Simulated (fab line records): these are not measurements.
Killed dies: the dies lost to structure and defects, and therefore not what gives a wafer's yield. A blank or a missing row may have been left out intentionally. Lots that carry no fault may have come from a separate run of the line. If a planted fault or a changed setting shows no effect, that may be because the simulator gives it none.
fab line records ; flow nand-harc
record lots=6; wafers=17; last-day=24
route steps=1159 shown A_BLC@976 END@1159
lots with no fault: from the same line, run without faults
start-h: hours from the record's opening day to when the first of the lot's shown wafers began ; wait-h: time in hours since the lot's previous step ; " the same as in the row above ; L1.1+2: a single row standing in for several wafers ; - no value, or no start was given ; * or withheld: withheld ; < > ~ a bound
route shown NAME@n: NAME is a module with steps in the file, n the number in the route of the first one ; usual: mean/standard deviation taken from wafers without a fault ; same: alike in all rows ; chamber/n: place in a boat ; sites: readings site by site ; _std_site: standard deviation across them ; _edge_site: inner sites' mean taken away from outer sites' mean ; radius-mm: for every site, how far away it sits from the centre of the wafer ; mask NAME#n: copy n ; behind: tool/chamber where the wafer was last shaped ; hold: the reason the lot was held/the length of the hold in hours/how it ended ; device: the n, p or np transistor that did not switch ; end of line: the tests these same wafers got at the end of their route ; where a step has no rows: the recipe by itself ; killed: at the first sort, the dies lost to defects and structure; wafer yield is something else ; map: a wafer's dies, marking killed ones x, the rest . and places with no die _
set.NAME: the setting as run; set.NAME@STEP: as run at that earlier step ; model.NAME: the simulator's own value behind a step, which no gauge read
a table for each step, a row for each wafer; lots at some steps of the route
services: from which hour (start-h, from the record's first day; less than 0 if before it) a tool's chamber was out of use, for how many hours, and why
## steps
# step NHARC_A_BLC_INSPECT_12
# usual raw-defect-count=30/15
lot.wafer;tool;chamber;start-h;wait-h;raw-defect-count
L288.2;defect-inspect-02;-;397.92;0.0;25
L288.5;defect-inspect-02;-;397.92;0.0;29
L288.6;defect-inspect-02;-;397.92;0.0;24
L294.3;defect-inspect-01;-;425.76;0.0;8
L294.5;defect-inspect-01;-;425.76;0.0;15
L294.6;defect-inspect-01;-;425.76;0.0;9
L295.1;defect-inspect-02;-;449.59;0.0;16
L295.5;defect-inspect-02;-;449.59;0.0;18
L295.6;defect-inspect-02;-;449.59;0.0;8
L297.1;defect-inspect-01;-;461.27;0.0;10
L297.3;defect-inspect-01;-;461.27;0.0;7
L297.6;defect-inspect-01;-;461.27;0.0;14
L307.1;defect-inspect-02;-;511.85;0.0;39
L307.2;defect-inspect-02;-;511.85;0.0;37
L307.5;defect-inspect-02;-;511.85;0.0;33
L309.2;defect-inspect-01;-;525.12;0.0;75
L309.6;defect-inspect-01;-;525.12;0.0;52
# step NHARC_A_BLC_DESCUM_15
# recipe time-s=3; o2-flow-sccm=200; ar-flow-sccm=0; bias-power-w=0; chemistry=O2
# usual drypump-motor-current-A=5.6/0.4; oes-product-au=0.998/0.0086; rf-vpp-V=57.9/0.85; showerhead-plenum-p-Torr=1.90/0.075; throttle-valve-pct=11.310/0.0091
lot.wafer;tool;chamber;start-h;wait-h;drypump-motor-current-A;oes-product-au;rf-hours-counter-h;rf-vpp-V;showerhead-plenum-p-Torr;throttle-valve-pct
L288.2;rie-diel-13;1;398.00;0.1;5.8;0.992;13;57.0;1.94;11.307
L288.5;rie-diel-13;3;398.00;0.1;6.0;0.976;-;57.5;1.96;11.296
L288.6;rie-diel-13;0;398.00;0.1;5.5;0.988;-;57.6;1.95;11.302
L294.3;rie-diel-04;0;425.83;0.1;5.3;1.008;12;57.0;1.91;11.313
L294.5;rie-diel-04;3;425.83;0.1;6.0;0.998;-;58.4;1.77;11.307
L294.6;rie-diel-04;0;425.83;0.1;5.3;0.995;-;58.0;1.91;11.308
L295.1;rie-diel-04;0;449.66;0.1;5.3;1.006;14;59.7;1.91;11.312
L295.5;rie-diel-04;3;449.66;0.1;6.0;0.994;-;56.6;1.77;11.305
L295.6;rie-diel-04;0;449.66;0.1;5.3;1.005;-;58.1;1.91;11.313
L297.1;rie-diel-04;2;461.33;0.1;6.0;0.991;16;57.6;1.98;11.292
L297.3;rie-diel-04;0;461.33;0.1;5.3;1.008;16;57.7;1.91;11.307
L297.6;rie-diel-04;3;461.33;0.1;6.0;1.003;-;56.8;1.77;11.314
L307.2;rie-diel-13;2;511.91;0.1;5.3;0.994;5;58.4;1.82;11.303
L307.1;rie-diel-13;1;511.91;0.1;5.8;0.999;5;58.2;1.94;11.315
L307.5;rie-diel-13;2;511.91;0.1;5.3;0.992;-;57.7;1.82;11.309
L309.2;rie-diel-13;3;525.21;0.1;6.0;1.001;6;59.1;1.95;11.306
L309.6;rie-diel-13;1;525.21;0.1;5.8;1.001;-;57.6;1.94;11.306
# step NHARC_A_BLC_ETCH_16
# recipe target-depth-a=390; over-etch-frac=0.3; time-s=65; ion-energy-ev=80; cf4-flow-sccm=150; ar-flow-sccm=0; rf-w=300; bias-w=100; chemistry=CF4
# usual drypump-motor-current-A=5.6/0.41; oes-product-au=0.999/0.0068; rf-vpp-V=151.3/1.2; showerhead-plenum-p-Torr=1.76/0.063; throttle-valve-pct=13.283/0.0086
lot.wafer;tool;chamber;start-h;wait-h;drypump-motor-current-A;oes-product-au;rf-hours-counter-h;rf-vpp-V;showerhead-plenum-p-Torr;throttle-valve-pct
L288.2;rie-diel-13;0;398.08;0.1;5.4;0.995;12;152.0;1.80;13.294
L288.5;rie-diel-13;2;398.08;0.1;5.3;0.995;-;151.2;1.69;13.285
L288.6;rie-diel-13;3;398.08;0.1;6.0;0.987;-;151.1;1.81;13.264
L294.3;rie-diel-04;3;425.92;0.1;6.0;0.991;13;149.6;1.65;13.278
L294.5;rie-diel-04;1;425.92;0.1;5.0;0.992;-;151.9;1.78;13.282
L294.6;rie-diel-04;2;425.92;0.1;6.0;0.984;-;151.7;1.82;13.292
L295.1;rie-diel-04;2;449.76;0.1;6.1;0.998;16;153.0;1.82;13.280
L295.5;rie-diel-04;3;449.76;0.1;6.0;0.997;-;150.0;1.65;13.281
L295.6;rie-diel-04;0;449.76;0.1;5.3;1.004;-;151.8;1.77;13.302
L297.1;rie-diel-04;1;461.42;0.1;5.0;0.995;18;150.0;1.78;13.285
L297.3;rie-diel-04;2;461.42;0.1;6.0;0.992;16;153.0;1.82;13.266
L297.6;rie-diel-04;0;461.42;0.1;5.3;1.008;-;151.8;1.77;13.281
L307.1;rie-diel-13;0;512.00;0.1;5.5;0.986;4;152.2;1.80;13.277
L307.2;rie-diel-13;2;512.00;0.1;5.3;0.990;5;152.0;1.68;13.293
L307.5;rie-diel-13;1;512.00;0.1;5.8;0.996;-;152.6;1.79;13.286
L309.2;rie-diel-13;0;525.28;0.1;5.5;0.996;6;151.3;1.80;13.272
L309.6;rie-diel-13;2;525.28;0.1;5.3;1.003;-;150.0;1.68;13.283
# step NHARC_A_BLC_ETCH_17
# recipe target-depth-a=3900; over-etch-frac=0.25; time-s=609.38; ion-energy-ev=200; n2-flow-sccm=150; h2-flow-sccm=150; ar-flow-sccm=0; rf-w=400; bias-w=150; chemistry=N2/H2
# step NHARC_A_BLC_ETCH_18
# recipe target-depth-a=9100; c4f8-flow-sccm=20; o2-flow-sccm=10; ar-flow-sccm=withheld; rf-w=600; bias-w=1500; chemistry=C4F8/O2/Ar
# step NHARC_A_BLC_CD_MEAS_19
# usual cd-nm=100.0/1.4
lot.wafer;tool;chamber;start-h;wait-h;cd-nm
L288.2;cd-sem-01;-;398.96;-;100.9
L288.5;cd-sem-01;-;398.96;-;100.8
L288.6;cd-sem-01;-;398.96;-;99.7
L294.3;cd-sem-02;-;426.80;-;101.5
L294.5;cd-sem-02;-;426.80;-;101.1
L294.6;cd-sem-02;-;426.80;-;100.0
L295.1;cd-sem-01;-;450.62;-;101.6
L295.5;cd-sem-01;-;450.62;-;100.4
L295.6;cd-sem-01;-;450.62;-;99.5
L297.1;cd-sem-02;-;462.30;-;100.5
L297.3;cd-sem-02;-;462.30;-;98.4
L297.6;cd-sem-02;-;462.30;-;99.5
L307.1;cd-sem-02;-;512.88;-;98.3
L307.2;cd-sem-02;-;512.88;-;99.4
L307.5;cd-sem-02;-;512.88;-;99.8
L309.2;cd-sem-03;-;526.18;-;99.8
L309.6;cd-sem-03;-;526.18;-;101.2
# step NHARC_A_BLC_STRIP_29
# recipe cf4-flow-sccm=150; ar-flow-sccm=0; bias-w=0; chemistry=CF4
# usual drypump-motor-current-A=5.6/0.42; oes-product-au=0.999/0.007; rf-vpp-V=59.3/0.87; showerhead-plenum-p-Torr=1.76/0.063; throttle-valve-pct=13.284/0.0094
lot.wafer;tool;chamber;start-h;wait-h;drypump-motor-current-A;oes-product-au;rf-hours-counter-h;rf-vpp-V;showerhead-plenum-p-Torr;throttle-valve-pct
L288.2;rie-diel-13;0;399.06;0.1;5.5;0.999;12;59.6;1.80;13.284
L288.5;rie-diel-13;1;399.06;0.1;5.8;0.992;-;58.4;1.79;13.292
L288.6;rie-diel-13;2;399.06;0.1;5.3;1.008;-;60.7;1.69;13.268
L294.3;rie-diel-13;1;426.89;0.1;5.8;1.002;15;59.6;1.79;13.285
L294.6;rie-diel-13;3;426.89;0.1;6.0;0.982;-;60.5;1.80;13.259
L294.5;rie-diel-13;0;426.89;0.1;5.5;0.993;-;58.9;1.80;13.309
L295.1;rie-diel-04;0;450.72;0.1;5.3;1.005;15;59.3;1.77;13.290
L295.6;rie-diel-04;2;450.72;0.1;6.0;1.003;-;58.0;1.82;13.280
L295.5;rie-diel-04;3;450.72;0.1;6.0;0.998;-;59.3;1.65;13.272
L297.1;rie-diel-04;3;462.37;0.1;6.0;1.010;18;58.6;1.64;13.266
L297.3;rie-diel-04;0;462.37;0.1;5.4;1.016;17;59.0;1.77;13.285
L297.6;rie-diel-04;3;462.37;0.1;6.0;1.001;-;58.7;1.65;13.283
L307.2;rie-diel-13;3;512.95;0.1;6.0;0.998;5;60.0;1.80;13.283
L307.1;rie-diel-13;2;512.95;0.1;5.3;0.995;5;58.0;1.68;13.287
L307.5;rie-diel-13;3;512.95;0.1;6.0;1.000;-;60.1;1.80;13.295
L309.2;rie-diel-09;3;526.28;0.1;5.5;0.990;32;60.8;1.88;13.290
L309.6;rie-diel-09;2;526.28;0.1;4.9;1.005;-;59.8;1.73;13.279
# step NHARC_A_BLC_STRIP_21
# recipe o2-flow-sccm=500; ar-flow-sccm=0; bias-w=0; chemistry=O2
# step NHARC_A_BLC_STRIP_22
# recipe time-s=600; temp-c=30; chemistry=post-etch-residue-remover
# step NHARC_A_BLC_DEGAS_30
# recipe temp-c=300; time-s=60
# usual heater-power-w=457/31; susceptor-temp-C=300.00/0.19
lot.wafer;tool;chamber;start-h;wait-h;heater-power-w;susceptor-temp-C
L288.2;pvd-sputter-03;-;399.56;-;473;300.13
L288.6;pvd-sputter-03;-;399.56;-;479;299.75
L288.5;pvd-sputter-03;-;399.56;-;473;300.12
L294.3;pvd-sputter-01;-;427.41;-;460;300.31
L294.5;pvd-sputter-01;-;427.41;-;534;300.05
L294.6;pvd-sputter-01;-;427.41;-;437;299.60
L295.1;pvd-sputter-02;-;451.23;-;447;300.08
L295.6;pvd-sputter-02;-;451.23;-;460;300.18
L295.5;pvd-sputter-02;-;451.23;-;395;300.08
L297.3;pvd-sputter-01;-;462.91;-;520;300.18
L297.1;pvd-sputter-01;-;462.91;-;437;299.85
L297.6;pvd-sputter-01;-;462.91;-;427;299.91
L307.2;pvd-sputter-01;-;513.50;-;439;300.30
L307.1;pvd-sputter-01;-;513.50;-;454;300.13
L307.5;pvd-sputter-01;-;513.50;-;430;299.64
L309.2;pvd-sputter-03;-;526.81;-;493;300.03
L309.6;pvd-sputter-03;-;526.81;-;487;300.32
# step NHARC_A_BLC_PRE_CLEAN_31
# recipe time-s=15; bias-v=250; gas=Ar
# step NHARC_A_BLC_PVD_32
# recipe target-thk-a=50; chamber-pressure-pa=5; power-w=5000; substrate-temp-c=200; time-s=17.7; material=Ti
# usual throttle-valve-pct=29.8/1.1
lot.wafer;tool;chamber;start-h;wait-h;throttle-valve-pct
L288.2;pvd-sputter-03;-;-;-;28.4
L288.5;pvd-sputter-03;-;-;-;31.9
L288.6;pvd-sputter-03;-;-;-;29.2
L294.3;pvd-sputter-01;-;-;-;28.2
L294.5;pvd-sputter-01;-;-;-;30.0
L294.6;pvd-sputter-01;-;-;-;29.6
L295.1;pvd-sputter-02;-;-;-;29.8
L295.5;pvd-sputter-02;-;-;-;30.7
L295.6;pvd-sputter-02;-;-;-;30.1
L297.1;pvd-sputter-01;-;-;-;29.3
L297.3;pvd-sputter-01;-;-;-;28.3
L297.6;pvd-sputter-01;-;-;-;29.6
L307.1;pvd-sputter-01;-;-;-;30.2
L307.2;pvd-sputter-01;-;-;-;29.6
L307.5;pvd-sputter-01;-;-;-;29.3
L309.2;pvd-sputter-03;-;-;-;28.1
L309.6;pvd-sputter-03;-;-;-;31.8
# step NHARC_A_BLC_ALD_23
# recipe target-thk-a=30; pulse-time-s=1; ald-cycles=150; temp-c=450; material=TiN
# usual ald-cycles=150/0; heater-power-outer-w=669/48; heater-power-w=1073/72; precursor-pulse-height-rel=1.000/0.021; susceptor-temp-C=449.96/0.26
lot.wafer;tool;chamber;start-h;wait-h;ald-cycles;heater-power-outer-w;heater-power-w;precursor-pulse-height-rel;since-wet-clean-h;susceptor-temp-C
L288.2;ald-metal-01;2;399.86;-;150;660;1094;1.009;110;449.95
L288.5;ald-metal-01;3;399.86;-;150;713;1164;0.999;-;449.58
L288.6;ald-metal-01;0;399.86;-;150;702;1120;1.015;-;449.98
L294.3;ald-metal-02;3;427.66;-;150;738;1112;1.021;54;450.28
L294.5;ald-metal-02;2;427.66;-;150;702;1054;0.990;-;449.72
L294.6;ald-metal-02;3;427.66;-;150;713;1142;0.988;-;450.30
L295.1;ald-metal-03;1;451.60;-;150;638;1080;1.027;120;450.04
L295.5;ald-metal-03;1;451.60;-;150;630;1089;1.018;-;449.82
L295.6;ald-metal-03;2;451.60;-;150;698;1109;1.004;-;450.33
L297.1;ald-metal-02;3;463.22;-;150;722;1171;1.020;89;450.08
L297.3;ald-metal-02;0;463.22;-;150;577;908;0.989;89;449.84
L297.6;ald-metal-02;3;463.22;-;150;729;1142;0.989;-;450.24
L307.2;ald-metal-03;2;513.76;-;150;689;1126;0.997;4;449.72
L307.1;ald-metal-03;3;513.76;-;128;683;1048;0.997;4;449.80
L307.5;ald-metal-03;1;513.76;-;150;601;1040;1.014;-;449.77
L309.2;ald-metal-03;2;527.06;-;150;704;1149;0.959;17;449.67
L309.6;ald-metal-03;0;527.06;-;128;650;993;1.023;-;450.21
# step NHARC_A_BLC_CVD_24
# recipe target-thk-a=1500; temp-c=300; pressure-torr=40; wf6-flow-sccm=40; h2-flow-sccm=1600; ar-flow-sccm=1560; time-s=434; material=W
# step NHARC_END_SORT_01
# recipe temp-c=25
# usual killed-at-array=27/10; killed-at-other=0.6/1; killed-at-periphery=3.4/2.7; killed-dies=31/9.7; killed-open=3.4/1.7; killed-short=2.2/1.5
# same gross-dies=677
lot.wafer;tool;chamber;start-h;wait-h;killed-at-array;killed-at-other;killed-at-periphery;killed-dies;killed-open;killed-short
L288.2;prober-01;0;451.19;2.8;23;1;4;28;1;3
L288.5;prober-01;0;453.59;3.7;21;0;4;25;2;3
L288.6;prober-01;0;454.40;4.0;25;2;4;31;5;3
L309.2;prober-02;0;575.59;2.8;56;0;7;63;3;3
L309.6;prober-02;0;578.83;4.0;40;0;4;44;3;4
# killed by level:class
L288.2 A_CHANNEL_HOLE_D1:chamber-film-flake=7 A_SLIT:chamber-film-flake=7 A_WL_FILL:chamber-film-flake=4 A_STAIRCASE:chamber-film-flake=2 P_M0:geometric-particle:short=1 P_M2:geometric-particle:open=1 A_SGD_CUT:geometric-particle:short=1 P_STI:chamber-film-flake=1
L288.5 A_CHANNEL_HOLE_D1:chamber-film-flake=7 A_SLIT:chamber-film-flake=6 A_WL_FILL:geometric-particle:short=3 A_STAIRCASE:chamber-film-flake=2 A_CONTACT:chamber-film-flake=2 P_GATE:geometric-particle:open=1 P_M2:geometric-particle:open=1 P_STI:chamber-film-flake=1
L288.6 A_CHANNEL_HOLE_D1:chamber-film-flake=13 A_SLIT:chamber-film-flake=5 A_WL_FILL:geometric-particle:short=2 A_STAIRCASE:chamber-film-flake=2 P_M0:geometric-particle:open=1 P_M1:geometric-particle:open=1 P_M1:geometric-particle:short=1 A_ONON_D1:geometric-particle:open=1
L309.2 A_CHANNEL_HOLE_D1:chamber-film-flake=23 A_SLIT:chamber-film-flake=19 A_CONTACT:chamber-film-flake=4 P_BONDPAD:chamber-film-flake=3 A_CHANNEL_FILL_D1:chamber-film-flake=3 A_STAIRCASE:chamber-film-flake=3 P_M1:chamber-film-flake=2 P_GATE:geometric-particle:short=1
L309.6 A_CHANNEL_HOLE_D1:chamber-film-flake=20 A_SLIT:chamber-film-flake=8 A_CONTACT:chamber-film-flake=3 P_GATE:geometric-particle:short=2 A_ONON_D1:geometric-particle:open=2 P_BONDPAD:chamber-film-flake=2 A_CHANNEL_FILL_D1:chamber-film-flake=2 A_STAIRCASE:chamber-film-flake=2
## services
tool;chamber;start-h;hours;kind
rie-diel-13;3;384.56;8.6;repair
ald-metal-02;3;385.38;2.7;repair
pvd-sputter-03;-;390.24;1.1;repair
pvd-sputter-02;-;392.00;10.0;pm
pvd-sputter-03;-;408.89;3.2;repair
ald-metal-01;-;418.08;0.6;repair
ald-metal-03;2;423.43;4.2;repair
pvd-sputter-03;-;428.79;1.3;repair
rie-diel-09;-;431.10;9.0;pm
ald-metal-01;1;432.42;20.5;repair
pvd-sputter-01;-;433.13;3.4;repair
pvd-sputter-01;-;450.94;5.8;repair
rie-diel-13;-;453.00;9.0;pm
rie-diel-04;2;456.85;3.1;repair
ald-metal-01;-;458.00;10.0;pm
pvd-sputter-03;-;458.00;10.0;pm
rie-diel-04;-;466.09;9.0;pm
ald-metal-03;3;480.99;26.5;repair
rie-diel-09;1;483.42;2.3;repair
rie-diel-04;2;490.01;6.0;repair
pvd-sputter-03;-;494.36;1.8;repair
rie-diel-04;0;495.67;81.4;repair
ald-metal-03;-;500.00;10.0;pm
pvd-sputter-01;-;514.05;10.0;pm
## key
first-sign step=NHARC_A_BLC_ALD_23; reading=ald-cycles; direction=down; sigmas=99+; usual=150; struck=128
effect none on later readings
met-at NHARC_A_BLC_ALD_23
struck-wafers L307.1,L309.6
tester-left-out L307,L309
onset-between 451.60 513.76
fault kind=process-parameter-drift; tool=ald-metal-03; chamber=-; onset-h=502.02; steps=NHARC_A_BLC_ALD_23; channel=ald-cycles; offset=-22; shape=step; end-h=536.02; scope=struck-wafers-only; acts-in=these-recipes-only; stated=150
# tester-left-out: of these lots the tester's yield and bins aren't shown, on N5 and GAA mostly nor the transistor test; their killed dies are dies lost to structure and defects alone, not to doping, threshold or leakage, so they don't give the yield
